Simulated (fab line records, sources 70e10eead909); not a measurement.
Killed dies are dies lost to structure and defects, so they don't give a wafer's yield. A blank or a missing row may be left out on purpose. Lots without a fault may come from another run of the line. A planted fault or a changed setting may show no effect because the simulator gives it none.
Chamber matching | flow nand_harc | NHARC_A_SGD_CUT_ETCH_58 on rie_diel-11: 4 sister chambers
The step etches the open film in CF4, target depth 39 nm, time 65 s. 4 wafers are shown with their chamber, then 7 later ones without.

WAFERS WITH THEIR CHAMBER
wafer  | chamber | drypump_motor_current_A (A)
L086.1 | 0       | 5.8
L086.3 | 3       | 5.0
L089.3 | 1       | 6.4
L089.5 | 2       | 5.2

WAFERS WITHOUT THEIR CHAMBER
wafer  | drypump_motor_current_A (A)
L089.6 | 5.0
L090.1 | 5.0
L090.3 | 6.3
L090.5 | 5.0
L095.3 | 5.8
L095.5 | 5.8
L095.6 | 5.0

WHICH CHAMBER EACH WENT THROUGH
wafer  | from the rows above | in truth
L089.6 | 3                   | 3
L090.1 | 3                   | 3
L090.3 | 1                   | 1
L090.5 | 3                   | 3
L095.3 | 0                   | 0
L095.5 | 0                   | 0
L095.6 | 3                   | 3
Placed correctly: 7 of 7. Can't be placed from these rows: 0. Placed wrongly: 0.
How it was worked out, from the rows above alone: a wafer's distance from a chamber is the root of the sum, over the readings, of the square of ((its reading less the chamber's mean) divided by the reading's scatter). The wafer belongs to the nearest chamber; if the next one is less than 2 further off, it can't be placed. A chamber's mean is the mean of its shown wafers. The scatter: with one shown wafer a chamber, the root of the mean of the squares of how far each hidden wafer lies from its nearest shown one.
